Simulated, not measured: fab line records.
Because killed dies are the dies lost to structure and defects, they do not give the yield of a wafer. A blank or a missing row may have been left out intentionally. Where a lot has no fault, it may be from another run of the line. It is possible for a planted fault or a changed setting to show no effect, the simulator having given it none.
Split-lot experiment + flow n5Finfet + 21 wafers read across 7 lots, on a route 1938 steps long

== THE SPLIT ==
At N5_DUMMY_GATE_HM_DEP_06 (deposits SiNx from DCS/NH3, target thk 80 nm, time 5141 s), the setting timeS was moved away from the recipe's 5141 s on 12 of the 21 wafers read, by -5.6% to +14.8%. The other wafers ran this setting at the recipe's value.

The reading comes from the split's own step.

== THE READING ==
SiNx_of_DUMMY_GATE_HM_DEP_06.thkNm (the simulator's own value, which no gauge read), in nm, at N5_DUMMY_GATE_HM_DEP_06 (deposits SiNx from DCS/NH3, target thk 80 nm, time 5141 s). The file does not state a usual value for it. Average 80.2 nm, standard deviation 0.86 nm, over the 9 wafers here run with the recipe.

| wafer  | tool, chamber at the split | timeS as run, s | against the recipe | SiNx_of_DUMMY_GATE_HM_DEP_06.thkNm, nm | against lot-mates on the recipe |
|--------|----------------------------|-----------------|--------------------|----------------------------------------|---------------------------------|
| L078.1 | -, -                       | 4854            | -5.6%              | 75.4                                   | no lot-mate on the recipe       |
| L078.2 | -, -                       | 4854            | -5.6%              | 75.2                                   | no lot-mate on the recipe       |
| L078.6 | -, -                       | 4854            | -5.6%              | 76                                     | no lot-mate on the recipe       |
| L079.4 | -, -                       | 5141            | recipe             | 78.6                                   | -                               |
| L079.5 | -, -                       | 5141            | recipe             | 80                                     | -                               |
| L079.6 | -, -                       | 5141            | recipe             | 79.2                                   | -                               |
| L082.2 | lpcvd-02, 1/95             | 5141            | recipe             | 81.4                                   | -                               |
| L082.4 | lpcvd-02, 1/104            | 5141            | recipe             | 81.2                                   | -                               |
| L082.6 | lpcvd-02, 1/114            | 5141            | recipe             | 80.8                                   | -                               |
| L088.2 | -, -                       | 5489            | +6.8%              | 85                                     | no lot-mate on the recipe       |
| L088.5 | -, -                       | 5489            | +6.8%              | 84.6                                   | no lot-mate on the recipe       |
| L088.6 | -, -                       | 5489            | +6.8%              | 85.2                                   | no lot-mate on the recipe       |
| L090.2 | -, -                       | 5141            | recipe             | 79.8                                   | -                               |
| L090.3 | -, -                       | 5141            | recipe             | 80.4                                   | -                               |
| L090.6 | -, -                       | 5141            | recipe             | 80                                     | -                               |
| L092.1 | -, -                       | 5494            | +6.9%              | 85                                     | no lot-mate on the recipe       |
| L092.5 | -, -                       | 5494            | +6.9%              | 85.2                                   | no lot-mate on the recipe       |
| L092.6 | -, -                       | 5494            | +6.9%              | 85.2                                   | no lot-mate on the recipe       |
| L094.3 | -, -                       | 5902            | +14.8%             | 93.4                                   | no lot-mate on the recipe       |
| L094.5 | -, -                       | 5902            | +14.8%             | 92.8                                   | no lot-mate on the recipe       |
| L094.6 | -, -                       | 5902            | +14.8%             | 92.4                                   | no lot-mate on the recipe       |

FIT RESULTS
A straight line over all 21 wafers: SiNx_of_DUMMY_GATE_HM_DEP_06.thkNm changes by +0.827 nm for each +1% of timeS; r = +0.99; the points scatter about the line by 0.77 nm.
Too few moved wafers with a lot-mate on the recipe to fit a line net of each lot's own level.

== FILE'S OWN FIT ==
SiNx_of_DUMMY_GATE_HM_DEP_06.thkNm changes by +0.827 nm for each +1% of timeS, r = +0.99.
